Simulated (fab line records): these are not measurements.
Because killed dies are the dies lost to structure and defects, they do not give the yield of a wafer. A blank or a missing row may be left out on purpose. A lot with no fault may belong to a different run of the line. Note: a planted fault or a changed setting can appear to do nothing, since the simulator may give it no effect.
fab line records / flow n5Finfet
record lots=4 wafers=12 lastDay=16
route steps=1938 shown BEOL_M1@799 BEOL_M4@1111 PASSIVATION@1936
lots with no fault: from the same line, run without faults
startH: the number of hours between the record's first day and the start of the first shown wafer of the lot / waitH: hours elapsed since this lot's preceding step / " unchanged from the row above / L1.1+2: a single row standing in for several wafers / - value missing, or start not given / * or withheld: withheld / < > ~ a bound
route shown NAME@n: names a module that has steps shown in the file, with the first one's number in the route / usual: the fault-free wafers' mean and standard deviation / same: alike in all rows / chamber/n: place in a boat / sites: readings site by site / _std_site: standard deviation of those values / _edge_site: inner sites' mean taken away from outer sites' mean / radiusMm: for every site, how far away it sits from the centre of the wafer / mask NAME#n: copy n / behind: the tool/chamber that last shaped the wafer / hold: what put the lot on hold/how long, in hours/how the hold closed / device: transistor that didn't switch, given as n, p or np / end of line: at the end of the route, the tests of the same wafers / a step with no rows: only its recipe / killed: the dies lost at the first sort to structure and to defects; this is not the yield of the wafer / map: the dies of a wafer, with x for killed, . for not killed, _ for no die there
set.NAME: the setting as run; set.NAME@STEP: as run at that earlier step / model.NAME: the simulator's own value behind a step, which no gauge read
certain route steps with their lots: each step a table, each wafer a row
services: from which hour (startH, from the record's first day; less than 0 if before it) a tool's chamber was out of use, for how many hours, and why
## steps
# step N5_BEOL_M1_STRIP_36
# recipe chemistry=N2/H2 powerW=450 tempC=40 pressureMtorr=20 rfFrequencyHz=6e+07 overashFraction=0.3 biasPowerW=7 h2Frac=0.5 n2FlowSccm=200 h2FlowSccm=200
# step N5_BEOL_M1_TRENCH_ETCH_37
# recipe chemistry=C4F6/O2 targetDepthA=552.07 target=SiOC timeS=29 ionEnergyEv=250 pressureMtorr=30 sourceW=355 biasW=185 Ar_flow_sccm=300 C4F6_flow_sccm=10 O2_flow_sccm=10
# step N5_BEOL_M1_ETCH_41
# recipe chemistry=CH3F/O2 target=SiCN targetDepthA=319 taperDeg=2 timeS=57.8 ionEnergyEv=120 maskMaterial=TiN pressureMtorr=30 sourceW=395 biasW=75 Ar_flow_sccm=150 CH3F_flow_sccm=30 O2_flow_sccm=20
# step N5_BEOL_M1_STRIP_97
# recipe chemistry=N2/H2 timeS=10 powerW=450 tempC=40 pressureMtorr=20 rfFrequencyHz=6e+07 biasPowerW=7 n2FlowSccm=200 h2FlowSccm=200
# step N5_BEOL_M1_HM_STRIP_39
# recipe chemistry=peroxideTinStrip material=TiN targetDepthA=250 tempC=50 timeS=158
# step N5_BEOL_M1_SRD_40
# recipe timeS=30 tempC=23 rinseLiquid=diw dry=ipaMarangoni
# step N5_BEOL_M1_PRECLEAN_42
# recipe chemistry=residueRemover timeS=60 tempC=40
# step N5_BEOL_M1_SRD_43
# recipe timeS=30 tempC=23 rinseLiquid=diw dry=ipaMarangoni
# step N5_BEOL_M1_DEGAS_44
# recipe ambient=vacuum tempC=250 timeS=60
# step N5_BEOL_M1_PRE_CLEAN_45
# recipe gas=H2/He timeS=30 tempC=250
# step N5_BEOL_M1_ALD_84
# recipe material=TaN targetThkA=* tempC=275 aldPrecursorFamily=PDMAT aldCoReactant=NH3 pressureTorr=3 carrierFlowSccm=1500 pulseTimeS=2 purgeTimeS=3 coReactantPurgeTimeS=2 coReactantPulseTimeS=3 aldCycles=30 precursorVesselTempC=75 precursorVesselPressureTorr=26.25 precursorVesselCarrierSccm=1000
# usual aldCycles=30/0 heaterPowerW=436/55
# same pulseTimeS=2
lot.wafer=L654.1 tool=aldMetal-04 chamber=2 startH=164.50 waitH=0.0 aldCycles=30 heaterPowerW=364 model.TaN_of_BEOL_M1_ALD_84.thkNm=*
lot.wafer=L654.3 tool=aldMetal-04 chamber=0 startH=164.50 waitH=0.0 aldCycles=30 heaterPowerW=384 model.TaN_of_BEOL_M1_ALD_84.thkNm=*
lot.wafer=L654.6 tool=aldMetal-04 chamber=3 startH=164.50 waitH=0.0 aldCycles=30 heaterPowerW=542 model.TaN_of_BEOL_M1_ALD_84.thkNm=*
lot.wafer=L663.1 tool=aldMetal-04 chamber=3 startH=225.46 waitH=0.0 aldCycles=22 heaterPowerW=547 model.TaN_of_BEOL_M1_ALD_84.thkNm=*
lot.wafer=L663.5 tool=aldMetal-04 chamber=3 startH=225.46 waitH=0.0 aldCycles=22 heaterPowerW=537 model.TaN_of_BEOL_M1_ALD_84.thkNm=*
lot.wafer=L663.6 tool=aldMetal-04 chamber=2 startH=225.46 waitH=0.0 aldCycles=30 heaterPowerW=363 model.TaN_of_BEOL_M1_ALD_84.thkNm=*
lot.wafer=L664.1 tool=aldMetal-04 chamber=1 startH=232.69 waitH=0.1 aldCycles=30 heaterPowerW=440 model.TaN_of_BEOL_M1_ALD_84.thkNm=*
lot.wafer=L664.2 tool=aldMetal-04 chamber=3 startH=232.69 waitH=0.1 aldCycles=22 heaterPowerW=528 model.TaN_of_BEOL_M1_ALD_84.thkNm=*
lot.wafer=L664.5 tool=aldMetal-04 chamber=2 startH=232.69 waitH=0.1 aldCycles=30 heaterPowerW=358 model.TaN_of_BEOL_M1_ALD_84.thkNm=*
lot.wafer=L667.1 tool=aldMetal-03 chamber=1 startH=246.92 waitH=0.0 aldCycles=30 heaterPowerW=492 model.TaN_of_BEOL_M1_ALD_84.thkNm=*
lot.wafer=L667.5 tool=aldMetal-03 chamber=1 startH=246.92 waitH=0.0 aldCycles=30 heaterPowerW=495 model.TaN_of_BEOL_M1_ALD_84.thkNm=*
lot.wafer=L667.6 tool=aldMetal-03 chamber=2 startH=246.92 waitH=0.0 aldCycles=30 heaterPowerW=390 model.TaN_of_BEOL_M1_ALD_84.thkNm=*
# step N5_BEOL_M1_SURFACE_TREAT_85
# recipe gas=Ar timeS=* ionEnergyEv=* ionCurrentMaCm2=0.5 pressureMtorr=* arFlowSccm=30
# step N5_BEOL_M1_CVD_47
# recipe material=Co targetThkA=30 tempC=withheld precursor=CCTBA/H2 pressureTorr=30 timeS=223.8
# step N5_BEOL_M1_SPUTTER_48
# recipe material=Cu targetThkA=45 tempC=-20 chamberPressurePa=0.07 powerW=withheld timeS=8.29
# step N5_BEOL_M1_ANNEAL_49
# recipe tempC=400 timeS=240 ambient=vacuum
# step N5_BEOL_M1_SPUTTER_79
# recipe material=Cu targetThkA=45 tempC=-20 chamberPressurePa=0.07 powerW=withheld timeS=8.29
# step N5_BEOL_M1_ANNEAL_80
# recipe tempC=400 timeS=240 ambient=vacuum
# step N5_BEOL_M1_SPUTTER_81
# recipe material=Cu targetThkA=45 tempC=-20 chamberPressurePa=0.07 powerW=withheld timeS=8.29
# step N5_BEOL_M1_ANNEAL_82
# recipe tempC=400 timeS=240 ambient=vacuum
# step N5_BEOL_M1_SPUTTER_86
# recipe material=Cu targetThkA=45 tempC=-20 chamberPressurePa=0.07 powerW=withheld timeS=8.29
# step N5_BEOL_M1_ANNEAL_87
# recipe tempC=400 timeS=240 ambient=vacuum
# step N5_BEOL_M1_SPUTTER_88
# recipe material=Cu targetThkA=45 tempC=-20 chamberPressurePa=0.07 powerW=withheld timeS=8.29
# step N5_BEOL_M1_ANNEAL_89
# recipe tempC=400 timeS=240 ambient=vacuum
# step N5_BEOL_M1_SPUTTER_90
# recipe material=Cu targetThkA=45 tempC=-20 chamberPressurePa=0.07 powerW=withheld timeS=8.29
# step N5_BEOL_M1_ANNEAL_91
# recipe tempC=400 timeS=240 ambient=vacuum
# step N5_BEOL_M1_SPUTTER_92
# recipe material=Cu targetThkA=45 tempC=-20 chamberPressurePa=0.07 powerW=withheld timeS=8.29
# step N5_BEOL_M1_ANNEAL_93
# recipe tempC=400 timeS=240 ambient=vacuum
# step N5_BEOL_M1_SPUTTER_94
# recipe material=Cu targetThkA=45 tempC=-20 chamberPressurePa=0.07 powerW=withheld timeS=8.29
# step N5_BEOL_M1_ANNEAL_95
# recipe tempC=400 timeS=240 ambient=vacuum
# step N5_BEOL_M1_SPUTTER_96
# recipe material=Cu targetThkA=45 tempC=-20 chamberPressurePa=0.07 powerW=withheld timeS=8.29
# step N5_BEOL_M1_ECD_50
# recipe material=Cu targetThkA=3000
# step N5_BEOL_M1_ANNEAL_51
# recipe tempC=225 timeS=90 ambient=N2
# step N5_BEOL_M1_CMP_52
# recipe stopOn=SiOC tOverpolishS=6.8 downForcePsi=1 platenRpm=50 clearingPlatenDownForcePsi=1.5 clearingPlatenRpm=50 postCmpClean=cuAlkaline targetThkNm=40 clearingPlatenPadVelocityMS=0.99484 padVelocityMS=0.99484
# step N5_BEOL_M1_PRE_CLEAN_60
# recipe gas=NH3/H2 timeS=15 tempC=* rfPowerW=300
# step N5_BEOL_M1_CO_CAP_55
# recipe material=Co targetThkA=20 tempC=200 precursor=CCTBA/H2 pressureTorr=30 timeS=102.1
# step N5_BEOL_M1_PRE_CLEAN_56
# recipe gas=NH3 timeS=15 tempC=withheld rfPowerW=300
# step N5_BEOL_M1_DEP_57
# recipe material=SiCN targetThkA=80 tempC=withheld precursor=3MS/NH3 pressureTorr=3 rfW=202 timeS=14
# step N5_BEOL_M4_RC_MEAS_101
# usual CHAIN_V0=235/8.7 CHAIN_V0_max_site=244/9.3 COMB_M1=5.7e-11/1.2e-11 COMB_M1_max_site=8.4e-11/2e-11 DIBL_N=36.3/1.7 DIBL_P=36.5/1.8 IOFF_N=0.16/0.033 IOFF_P=0.21/0.037 ION_N=675/11 ION_P=462/7.9 SS_N=71.6/0.64 SS_P=73.3/0.68 VT_N=249/3.3 VT_P=-250/3.3
lot.wafer=L654.1 tool=prober-02 chamber=0 startH=198.02 waitH=0.0 CHAIN_V0[ohm/link]=230 CHAIN_V0_max_site[ohm/link]=233 COMB_M1[S/m]=7e-11 COMB_M1_max_site[S/m]=1.11e-10 DIBL_N[mV/V]=37.5 DIBL_P[mV/V]=37.3 IOFF_N[nA/um]=0.17 IOFF_P[nA/um]=0.25 ION_N[uA/um]=683 ION_P[uA/um]=467 SS_N[mV/dec]=72.0 SS_P[mV/dec]=73.1 VT_N[mV]=247 VT_P[mV]=-247
lot.wafer=L654.3 tool=prober-02 chamber=0 startH=198.02 waitH=0.0 CHAIN_V0[ohm/link]=233 CHAIN_V0_max_site[ohm/link]=247 COMB_M1[S/m]=5.8e-11 COMB_M1_max_site[S/m]=8.9e-11 DIBL_N[mV/V]=37.4 DIBL_P[mV/V]=38.3 IOFF_N[nA/um]=0.16 IOFF_P[nA/um]=0.25 ION_N[uA/um]=670 ION_P[uA/um]=460 SS_N[mV/dec]=71.1 SS_P[mV/dec]=73.2 VT_N[mV]=253 VT_P[mV]=-246
lot.wafer=L654.6 tool=prober-02 chamber=0 startH=198.02 waitH=0.0 CHAIN_V0[ohm/link]=224 CHAIN_V0_max_site[ohm/link]=228 COMB_M1[S/m]=6.3e-11 COMB_M1_max_site[S/m]=8.8e-11 DIBL_N[mV/V]=37.6 DIBL_P[mV/V]=38.0 IOFF_N[nA/um]=0.17 IOFF_P[nA/um]=0.25 ION_N[uA/um]=681 ION_P[uA/um]=471 SS_N[mV/dec]=71.4 SS_P[mV/dec]=73.1 VT_N[mV]=248 VT_P[mV]=-248
lot.wafer=L663.1 tool=prober-02 chamber=0 startH=258.55 waitH=0.0 CHAIN_V0[ohm/link]=182 CHAIN_V0_max_site[ohm/link]=191 COMB_M1[S/m]=1.03e-10 COMB_M1_max_site[S/m]=1.82e-10 DIBL_N[mV/V]=38.2 DIBL_P[mV/V]=36.6 IOFF_N[nA/um]=0.16 IOFF_P[nA/um]=0.17 ION_N[uA/um]=658 ION_P[uA/um]=441 SS_N[mV/dec]=72.6 SS_P[mV/dec]=73.6 VT_N[mV]=252 VT_P[mV]=-257
lot.wafer=L663.5 tool=prober-02 chamber=0 startH=258.55 waitH=0.0 CHAIN_V0[ohm/link]=194 CHAIN_V0_max_site[ohm/link]=199 COMB_M1[S/m]=1.46e-10 COMB_M1_max_site[S/m]=1.98e-10 DIBL_N[mV/V]=37.6 DIBL_P[mV/V]=36.9 IOFF_N[nA/um]=0.15 IOFF_P[nA/um]=0.18 ION_N[uA/um]=673 ION_P[uA/um]=458 SS_N[mV/dec]=71.5 SS_P[mV/dec]=73.1 VT_N[mV]=252 VT_P[mV]=-254
lot.wafer=L663.6 tool=prober-02 chamber=0 startH=258.55 waitH=0.0 CHAIN_V0[ohm/link]=218 CHAIN_V0_max_site[ohm/link]=227 COMB_M1[S/m]=5.3e-11 COMB_M1_max_site[S/m]=6.3e-11 DIBL_N[mV/V]=36.9 DIBL_P[mV/V]=35.5 IOFF_N[nA/um]=0.14 IOFF_P[nA/um]=0.17 ION_N[uA/um]=658 ION_P[uA/um]=450 SS_N[mV/dec]=71.8 SS_P[mV/dec]=74.0 VT_N[mV]=252 VT_P[mV]=-255
lot.wafer=L664.1 tool=prober-02 chamber=0 startH=263.85 waitH=0.0 CHAIN_V0[ohm/link]=236 CHAIN_V0_max_site[ohm/link]=248 COMB_M1[S/m]=4.3e-11 COMB_M1_max_site[S/m]=6.5e-11 DIBL_N[mV/V]=35.2 DIBL_P[mV/V]=34.5 IOFF_N[nA/um]=0.14 IOFF_P[nA/um]=0.21 ION_N[uA/um]=676 ION_P[uA/um]=470 SS_N[mV/dec]=70.9 SS_P[mV/dec]=72.4 VT_N[mV]=250 VT_P[mV]=-245
lot.wafer=L664.2 tool=prober-02 chamber=0 startH=263.85 waitH=0.0 CHAIN_V0[ohm/link]=192 CHAIN_V0_max_site[ohm/link]=198 COMB_M1[S/m]=1.18e-10 COMB_M1_max_site[S/m]=1.93e-10 DIBL_N[mV/V]=36.5 DIBL_P[mV/V]=35.0 IOFF_N[nA/um]=0.15 IOFF_P[nA/um]=0.20 ION_N[uA/um]=672 ION_P[uA/um]=463 SS_N[mV/dec]=71.0 SS_P[mV/dec]=72.6 VT_N[mV]=251 VT_P[mV]=-248
lot.wafer=L664.5 tool=prober-02 chamber=0 startH=263.85 waitH=0.0 CHAIN_V0[ohm/link]=232 CHAIN_V0_max_site[ohm/link]=243 COMB_M1[S/m]=7.9e-11 COMB_M1_max_site[S/m]=9.4e-11 DIBL_N[mV/V]=38.1 DIBL_P[mV/V]=37.3 IOFF_N[nA/um]=0.19 IOFF_P[nA/um]=0.26 ION_N[uA/um]=682 ION_P[uA/um]=471 SS_N[mV/dec]=72.0 SS_P[mV/dec]=73.8 VT_N[mV]=247 VT_P[mV]=-246
lot.wafer=L667.1 tool=prober-02 chamber=0 startH=287.94 waitH=0.0 CHAIN_V0[ohm/link]=232 CHAIN_V0_max_site[ohm/link]=239 COMB_M1[S/m]=5.2e-11 COMB_M1_max_site[S/m]=7.2e-11 DIBL_N[mV/V]=35.1 DIBL_P[mV/V]=35.5 IOFF_N[nA/um]=0.16 IOFF_P[nA/um]=0.19 ION_N[uA/um]=689 ION_P[uA/um]=469 SS_N[mV/dec]=72.3 SS_P[mV/dec]=73.0 VT_N[mV]=248 VT_P[mV]=-250
lot.wafer=L667.5 tool=prober-02 chamber=0 startH=287.94 waitH=0.0 CHAIN_V0[ohm/link]=239 CHAIN_V0_max_site[ohm/link]=248 COMB_M1[S/m]=6.9e-11 COMB_M1_max_site[S/m]=1.05e-10 DIBL_N[mV/V]=34.9 DIBL_P[mV/V]=34.7 IOFF_N[nA/um]=0.15 IOFF_P[nA/um]=0.19 ION_N[uA/um]=681 ION_P[uA/um]=466 SS_N[mV/dec]=70.9 SS_P[mV/dec]=72.8 VT_N[mV]=250 VT_P[mV]=-249
lot.wafer=L667.6 tool=prober-02 chamber=0 startH=287.94 waitH=0.0 CHAIN_V0[ohm/link]=243 CHAIN_V0_max_site[ohm/link]=257 COMB_M1[S/m]=5.6e-11 COMB_M1_max_site[S/m]=8.8e-11 DIBL_N[mV/V]=33.3 DIBL_P[mV/V]=33.1 IOFF_N[nA/um]=0.13 IOFF_P[nA/um]=0.17 ION_N[uA/um]=679 ION_P[uA/um]=465 SS_N[mV/dec]=70.6 SS_P[mV/dec]=73.0 VT_N[mV]=251 VT_P[mV]=-254
# sites CHAIN_V0 radiusMm=0,75,75,75,75,140,140,140,140
L654.1 224 233 226 230 230 228 231 232 223
L663.1 182 191 188 183 185 180 171 179 175
L664.1 239 248 244 236 239 232 217 226 236
L667.1 233 239 232 234 233 228 228 229 221
# sites COMB_M1 radiusMm=0,75,75,75,75,140,140,140,140
L654.1 9.4e-11 7e-11 1.11e-10 5.2e-11 6.9e-11 6.5e-11 7.1e-11 8.5e-11 6e-11
L663.1 1.18e-10 1.01e-10 9e-11 1.01e-10 1.18e-10 9.6e-11 1.49e-10 1.03e-10 1.82e-10
L664.1 4.4e-11 4.3e-11 6.4e-11 6.5e-11 3e-11 3.7e-11 4.1e-11 3.9e-11 6.2e-11
L667.1 5.1e-11 6.7e-11 7.2e-11 4.7e-11 4.4e-11 3.8e-11 5.2e-11 5.8e-11 5.4e-11
# step N5_PASSIVATION_PROBE_49
# usual defectLimitedYield=91.3/1.5 killed_at_M0_to_M3=34/9.4 killed_at_M4_up=13/5.3 killedAtContacts=13/5.7 killedAtFrontEnd=40/10 killedAtOther=3.7/2.8 killedDies=103/17 killedOpen=67/13 killedShort=35/8.5 sort_bin_4_leakage=0.00/0.016 sort_bin_5_function=5.0/0.98 sort_bin_6_memory=3.3/0.7 sortNPass=1077/17 sortYieldPct=91.3/1.5
# same grossDies=1180 killedAtBackSide=0 sort_bin_8_speed[%]=0
lot.wafer=L664.2 tool=prober-02 chamber=- startH=365.39 waitH=0.1 defectLimitedYield[%]=85.5 killed_at_M0_to_M3=94 killed_at_M4_up=17 killedAtContacts=11 killedAtFrontEnd=43 killedAtOther=6 killedDies=171 killedOpen=73 killedShort=37 sort_bin_4_leakage[%]=4.75 sort_bin_5_function[%]=5.6 sort_bin_6_memory[%]=3.3 sortNPass=1009 sortYieldPct[%]=85.5
lot.wafer=L663.1 tool=prober-02 chamber=- startH=370.08 waitH=0.2 defectLimitedYield[%]=88.6 killed_at_M0_to_M3=65 killed_at_M4_up=23 killedAtContacts=17 killedAtFrontEnd=24 killedAtOther=5 killedDies=134 killedOpen=75 killedShort=26 sort_bin_4_leakage[%]=2.80 sort_bin_5_function[%]=5.2 sort_bin_6_memory[%]=3.2 sortNPass=1046 sortYieldPct[%]=88.6
lot.wafer=L663.5 tool=prober-02 chamber=- startH=370.28 waitH=0.4 defectLimitedYield[%]=88.1 killed_at_M0_to_M3=71 killed_at_M4_up=18 killedAtContacts=6 killedAtFrontEnd=35 killedAtOther=10 killedDies=140 killedOpen=54 killedShort=34 sort_bin_4_leakage[%]=3.90 sort_bin_5_function[%]=4.4 sort_bin_6_memory[%]=3.1 sortNPass=1040 sortYieldPct[%]=88.1
lot.wafer=L663.6 tool=prober-02 chamber=- startH=370.33 waitH=0.4 defectLimitedYield[%]=93.6 killed_at_M0_to_M3=28 killed_at_M4_up=14 killedAtContacts=3 killedAtFrontEnd=29 killedAtOther=2 killedDies=76 killedOpen=51 killedShort=25 sort_bin_4_leakage[%]=0 sort_bin_5_function[%]=4.2 sort_bin_6_memory[%]=2.3 sortNPass=1104 sortYieldPct[%]=93.6
# killed by level:class
L664.2 M1:areaAld=56 BEOL_M2:geometricParticle:open=11 MOL_CONTACT_COAG:geometricParticle:open=9 BEOL_M3:geometricParticle:open=8 GATE_CUT:geometricParticle:short=7 GATE_CUT:geometricParticle:open=7 BEOL_M4:geometricParticle:open=7 FIN_SAQP:geometricParticle:open=6
L663.1 M1:areaAld=33 BEOL_M4:geometricParticle:open=17 MOL_CONTACT_COAG:geometricParticle:open=15 BEOL_M0_SAQP:geometricParticle:open=9 BEOL_M2:geometricParticle:open=8 FIN_SAQP:geometricParticle:open=7 STI_FIN_REVEAL:geometricParticle:open=6 FIN_SAQP:geometricParticle:short=4
L663.5 M1:areaAld=46 BEOL_M0_SAQP:geometricParticle:open=9 BEOL_M3:geometricParticle:open=7 BEOL_M4:geometricParticle:open=6 FIN_SAQP:geometricParticle:short=5 STI_FIN_REVEAL:geometricParticle:short=4 MOL_CONTACT_COAG:geometricParticle:open=4 BEOL_M5:geometricParticle:open=4
L663.6 FIN_SAQP:geometricParticle:open=10 BEOL_M0_SAQP:geometricParticle:open=7 BEOL_M4:geometricParticle:open=7 BEOL_M0_SAQP:geometricParticle:short=6 STI_FIN_REVEAL:geometricParticle:open=4 STARTING-WAFER:geometricParticle:short=4 DUMMY_GATE:geometricParticle:open=3 MOL_CONTACT_COAG:geometricParticle:open=3
# map L663.5 (x killed, . not)
_________________............________________
______________....x........x...._____________
___________.........x.........xxx..__________
__________....x........x..x.....x..._________
________...........x.x................_______
_______................x.x..x..........______
______............x.x.xx.x...xxx..x....._____
_____.........x...................x.x.x..____
____........x............x.x......xx......___
___...................x......x..........xx.__
___.....x....xx............................__
__.....x.....x......x....x.................._
__..........xx.............................._
_........x.................xx................
_..x....................xx....x...x.x..x.....
_x....x...xx.......x..xx...........x.........
_x..xx..xx...x.......x.............x..x....x.
_..x......x....................x.............
_............x.....xx.....xxx...x...x.....x..
_..x.............x.............x.............
_...x......x..xx.....xx....x................x
__.........x............x.................x._
__.xx.x..........xx...........x............._
___.............x..x...................x.x.__
___.........x.x.......x..xx..x.x...........__
____.......x......x.x....x..x....x........___
_____....x...............x...............____
______.........x........................_____
_______.....x......x.....x...x..x......______
________...x...x......................_______
__________...................xx....._________
___________...xx.......x...x...x...__________
______________.................._____________
_________________............________________
# map L664.2 (x killed, . not)
_________________........x...________________
______________.....x.x.........._____________
___________....xx.x.x..........x.xx__________
__________x.......................x._________
________..x.....x.........x..x........_______
_______.....x.xxxx..x.............x...x______
______.xx......xxx.........x............_____
_____....x..x.x...x.......x..x...........____
____..........x..x......x.x...x...........___
___..x...x......xx............x............__
___...x.....xx.......x.x..x........x.......__
__..........x...xxx....xxx....x............._
__.xx..x..x..........................x......_
_............x........x......xxx.....x.......
_....x.x......x...x..xx...x............x.....
_...............x.......x........x..........x
_...............x........x................x..
_.......x.....x...x..x.....x..........x....xx
_........x..x..................xx.x..........
_......x.......x......x...........x.....x.x..
_...............x...x.....x.x.............x..
__...............x.x......x................._
__.x..x....x..x.........x....x.............._
___.........x.x...x....x...........x.......__
___.....x.......x.....x....x.x.............__
____.x..............x.x.....x.............___
_____.x..x..x.x....x.x.....x.............____
______...xxxx..x.x....x...........x.x..._____
_______x..x.....x..x..x................______
________...x.............x............_______
__________...x...x......x......xxx.._________
___________..........x.x...x......x__________
______________x..x.............._____________
_________________.....x..x...________________
## services
tool=aldMetal-03 chamber=- startH=181.49 hours=2.8 kind=pm
tool=aldMetal-04 chamber=- startH=197.73 hours=8.7 kind=pm
tool=aldMetal-03 chamber=2 startH=231.99 hours=5.6 kind=repair
## key
firstSign step=N5_BEOL_M1_ALD_84 reading=aldCycles direction=down sigmas=99+ usual=* struck=*
effect step=N5_BEOL_M4_RC_MEAS_101 reading=COMB_M1 direction=up sigmas=5.4 usual=5.7e-11 struck=1.22e-10
effect step=N5_BEOL_M4_RC_MEAS_101 reading=CHAIN_V0 direction=down sigmas=5.3 usual=235 struck=189
effect step=N5_BEOL_M4_RC_MEAS_101 reading=COMB_M1_max_site direction=up sigmas=5.3 usual=8.4e-11 struck=1.91e-10
effect step=N5_BEOL_M4_RC_MEAS_101 reading=CHAIN_V0_max_site direction=down sigmas=5.2 usual=244 struck=196
effect step=N5_PASSIVATION_PROBE_49 reading=sort_bin_4_leakage direction=up sigmas=45 usual=0.00 struck=3.81
modelEffect step=N5_BEOL_M1_ALD_84 value=TaN_of_BEOL_M1_ALD_84.thkNm without=* struck=*
moreKillsBornAt N5_BEOL_M1_ALD_84@aldMetal-04=135
metAt N5_BEOL_M1_ALD_84
struckWafers L663.1,L663.5,L664.2
onsetBetween 164.50 225.46
fault kind=processParameterDrift tool=aldMetal-04 chamber=3 onsetH=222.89 steps=N5_BEOL_M1_ALD_84 channel=aldCycles offset=* shape=step endH=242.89 actsIn=* stated=*
